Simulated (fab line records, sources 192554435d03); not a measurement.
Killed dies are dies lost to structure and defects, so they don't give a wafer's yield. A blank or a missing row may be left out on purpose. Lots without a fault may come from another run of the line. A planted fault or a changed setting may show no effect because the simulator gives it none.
Chamber matching | flow n5_finfet | N5_BEOL_M3_ILD_DEP_00 on pecvd-04: 3 sister chambers
The step deposits SiOC from DEMS/O2, target thk 79 nm, time 15.3 s. 3 wafers are shown with their chamber, then 10 later ones without.

WAFERS WITH THEIR CHAMBER
wafer  | chamber | throttle_valve_pct (%)
L085.5 | 0       | 12.3
L089.1 | 1       | 12.8
L089.2 | 2       | 11.8

WAFERS WITHOUT THEIR CHAMBER
wafer  | throttle_valve_pct (%)
L089.6 | 11.6
L090.1 | 12.8
L090.3 | 11.6
L090.6 | 11.9
L096.1 | 11.9
L096.4 | 11.2
L096.5 | 12.9
L097.3 | 12.3
L097.4 | 11.5
L097.5 | 12.8

WHICH CHAMBER EACH WENT THROUGH
wafer  | from the rows above     | in truth
L089.6 | 2                       | 2
L090.1 | 1                       | 1
L090.3 | 2                       | 2
L090.6 | can't be placed: 2 or 0 | 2
L096.1 | can't be placed: 2 or 0 | 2
L096.4 | 2                       | 2
L096.5 | 1                       | 1
L097.3 | 0                       | 0
L097.4 | 2                       | 2
L097.5 | 1                       | 1
Placed correctly: 8 of 10. Can't be placed from these rows: 2 (the true chamber is among the candidates in 2). Placed wrongly: 0.
How it was worked out, from the rows above alone: a wafer's distance from a chamber is the root of the sum, over the readings, of the square of ((its reading less the chamber's mean) divided by the reading's scatter). The wafer belongs to the nearest chamber; if the next one is less than 2 further off, it can't be placed. A chamber's mean is the mean of its shown wafers. The scatter: with one shown wafer a chamber, the root of the mean of the squares of how far each hidden wafer lies from its nearest shown one.
